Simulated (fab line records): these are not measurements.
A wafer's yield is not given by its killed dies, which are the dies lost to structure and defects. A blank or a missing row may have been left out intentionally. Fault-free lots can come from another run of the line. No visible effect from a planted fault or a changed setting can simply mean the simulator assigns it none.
Chamber matching / flow nand harc / NHARC_A_CHANNEL_FILL_D1_ALD_14 on ald hk-02 has 4 sister chambers
The step deposits SiO2, target thk 2.5 nm, pulse time 10 s, ald cycles 25. 4 wafers are shown with their chamber, then 12 later ones without.

WAFERS WITH THEIR CHAMBER
wafer=L092.5; chamber=3; heater power w (W)=498
wafer=L096.2; chamber=2; heater power w (W)=650
wafer=L096.3; chamber=0; heater power w (W)=556
wafer=L096.4; chamber=1; heater power w (W)=515

WAFERS WITH NO CHAMBER GIVEN
wafer=L096.1; heater power w (W)=501
wafer=L096.5; heater power w (W)=546
wafer=L096.6; heater power w (W)=524
wafer=L094.1; heater power w (W)=512
wafer=L094.2; heater power w (W)=629
wafer=L094.5; heater power w (W)=495
wafer=L094.3; heater power w (W)=515
wafer=L094.4; heater power w (W)=553
wafer=L094.6; heater power w (W)=557
wafer=L097.1; heater power w (W)=546
wafer=L097.4; heater power w (W)=501
wafer=L097.5; heater power w (W)=526

WHICH CHAMBER EACH WENT THROUGH
wafer=L096.1; from the rows above=can't be placed: 3 or 1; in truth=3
wafer=L096.5; from the rows above=0; in truth=0
wafer=L096.6; from the rows above=can't be placed: 1 or 3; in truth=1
wafer=L094.1; from the rows above=can't be placed: 1 or 3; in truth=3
wafer=L094.2; from the rows above=2; in truth=2
wafer=L094.5; from the rows above=can't be placed: 3 or 1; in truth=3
wafer=L094.3; from the rows above=can't be placed: 1 or 3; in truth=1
wafer=L094.4; from the rows above=0; in truth=0
wafer=L094.6; from the rows above=0; in truth=0
wafer=L097.1; from the rows above=0; in truth=0
wafer=L097.4; from the rows above=can't be placed: 3 or 1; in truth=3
wafer=L097.5; from the rows above=can't be placed: 1 or 3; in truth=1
Correctly placed: 5 of 12. From these rows, 7 cannot be placed; in 7 the true chamber is one of the candidates. Wrongly placed: 0.
How it was worked out, from the rows above alone: a wafer's distance from a chamber is the root of the sum, over the readings, of the square of ((its reading less the chamber's mean) divided by the reading's scatter). The wafer belongs to the nearest chamber; if the next one is less than 2 further off, it can't be placed. For every chamber, the mean is computed from those of its wafers that are shown. The scatter: with one shown wafer a chamber, the root of the mean of the squares of how far each hidden wafer lies from its nearest shown one.
